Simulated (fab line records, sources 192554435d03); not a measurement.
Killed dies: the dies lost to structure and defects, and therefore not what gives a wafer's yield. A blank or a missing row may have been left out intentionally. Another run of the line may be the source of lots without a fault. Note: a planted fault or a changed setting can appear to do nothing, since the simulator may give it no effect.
Split-lot study | flow n5Finfet | route with 1938 steps; 7 lots, 21 wafers read

THE SPLIT ITSELF
At N5_BEOL_M14_TRENCH_ETCH_34 (etches SiO2 in C4F8/O2/Ar, target depth 556.65 nm, time 126.9 s), the setting timeS was moved away from the recipe's 126.9 s on 6 of the 21 wafers read, by -8.9% to +15.4%. For the rest of the wafers, this setting stayed at what the recipe calls for.

FROM THE SPLIT TO THE READING: what the file shows between them, 8 steps
- N5_BEOL_M14_STRIP_70: strips in C4F8/O2/Ar
- N5_BEOL_M14_OCD_MEAS_35
- N5_BEOL_M14_SPUTTER_45: material Cu, target thk 100 nm, time 16.67 s (also split here: powerW)
- N5_BEOL_M14_ECD_47: material Cu, target thk 1248 nm
- N5_BEOL_M14_ANNEAL_48: time 90 s
- N5_BEOL_M14_CMP_49: polishes, stops on SiO2, t overpolish 5.2 s, target thk 560 nm
- N5_BEOL_M14_PRE_CLEAN_52: time 15 s
- N5_BEOL_M14_DEP_53: deposits SiCN from 3MS/NH3, target thk 50 nm, time 17.8 s

THE READING
M14_RS in ohm/sq, measured at N5_BEOL_M14_RS_MEAS_54 by four-point-probe. On this fab line, fault-free wafers typically give 0.0330 ohm/sq with a standard deviation of 0.001 ohm/sq.

wafer  | tool, chamber at the split | timeS as run, s | against the recipe | M14_RS, ohm/sq | against lot-mates on the recipe
L077.1 | rieDiel-06, 1              | 126.9           | recipe             | 0.0322         | -
L077.2 | rieDiel-06, 0              | 126.9           | recipe             | 0.0345         | -
L077.3 | rieDiel-06, 2              | 126.9           | recipe             | 0.0337         | -
L076.2 | rieDiel-05, 0              | 126.9           | recipe             | 0.0354         | -
L076.4 | rieDiel-05, 2              | 126.9           | recipe             | 0.0333         | -
L076.6 | rieDiel-05, 1              | 126.9           | recipe             | 0.0328         | -
L080.2 | rieDiel-04, 1              | 126.9           | recipe             | 0.0327         | -
L080.4 | rieDiel-04, 3              | 115.6           | -8.9%              | 0.0345         | +0.0018
L080.5 | rieDiel-04, 1              | 126.9           | recipe             | 0.0328         | -
L090.3 | rieDiel-05, 1              | 126.9           | recipe             | 0.0326         | -
L090.4 | rieDiel-05, 2              | 136.9           | +7.9%              | 0.0302         | -0.0021
L090.6 | rieDiel-05, 3              | 126.9           | recipe             | 0.0320         | -
L094.1 | rieDiel-06, 1              | 146.5           | +15.4%             | 0.0277         | -0.0054
L094.3 | rieDiel-06, 0              | 126.9           | recipe             | 0.0331         | -
L094.5 | rieDiel-06, 1              | 146.5           | +15.4%             | 0.0275         | -0.0056
L093.1 | rieDiel-04, 2              | 126.9           | recipe             | 0.0344         | -
L093.4 | rieDiel-04, 3              | 126.9           | recipe             | 0.0314         | -
L093.5 | rieDiel-04, 1              | 126.9           | recipe             | 0.0329         | -
L097.2 | rieDiel-06, 2              | 126.9           | recipe             | 0.0337         | -
L097.3 | rieDiel-06, 0              | 145             | +14.3%             | 0.0291         | -0.0046
L097.4 | rieDiel-06, 3              | 145             | +14.3%             | 0.0286         | -0.0051

FIT RESULTS
A straight line over all 21 wafers: M14_RS changes by -0.000314 ohm/sq for each +1% of timeS; r = -0.91; the points scatter about the line by 0.00098 ohm/sq.
The same after taking each lot's own level away (the mean of its wafers on the recipe; 21 wafers): -0.000327 ohm/sq for each +1%; r = -0.94; scatter 0.00083 ohm/sq.
On that fit, the largest move of timeS shifts the reading by 0.005 ohm/sq.
Across the lots, their own levels run from 0.03230 to 0.03383 ohm/sq, a range of 1.5 times the standard deviation given above.
The two slopes are in agreement: the lot-to-lot level therefore moves the slope only a little.
Check: for one of the wafers moved furthest among these (+15.4%), held out of the fit, the line's prediction against its lot-mates is -0.00506 ohm/sq. It came out at -0.0054 ohm/sq against them.

THESE WAFERS: OTHER SPLITS
Other splits were also applied to these wafers ahead of the reading. Each is held against what the fit with the lots' levels taken away leaves over:
other split on the same wafers | wafers away from the commonest value | r with M14_RS (lot level and that fit taken away)
N5_BEOL_M14_EXPOSE_25 doseMj   | 5                                    | +0.47
N5_BEOL_M14_SPUTTER_45 powerW  | 4                                    | +0.10

THE WHOLE CHAIN: every reading that the file lists as answering this split, in the file's order
step                       | what it does                                                    | reading                                                                      | change (the file's fit)               | r (the file's)
N5_BEOL_M14_TRENCH_ETCH_34 | etches SiO2 in C4F8/O2/Ar, target depth 556.65 nm, time 126.9 s | etch.depthNm (the simulator's own value, which no gauge read)                | +6.03 nm for each +1% of the setting  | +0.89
N5_BEOL_M14_OCD_MEAS_35    |                                                                 | trenchDepthNm                                                                | +6.03 nm for each +1% of the setting  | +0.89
N5_BEOL_M14_CMP_49         | polishes, stops on SiO2, t overpolish 5.2 s, target thk 560 nm  | Cu_of_BEOL_M14_ECD_47.thkNm (the simulator's own value, which no gauge read) | +6.01 nm for each +1% of the setting  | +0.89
N5_BEOL_M14_RS_MEAS_54     | measures by four-point-probe                                    | M14_RS                                                                       | -0.000318 for each +1% of the setting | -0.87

THE FILE'S OWN FIT
M14_RS changes by -0.000318 ohm/sq for each +1% of timeS, r = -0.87.
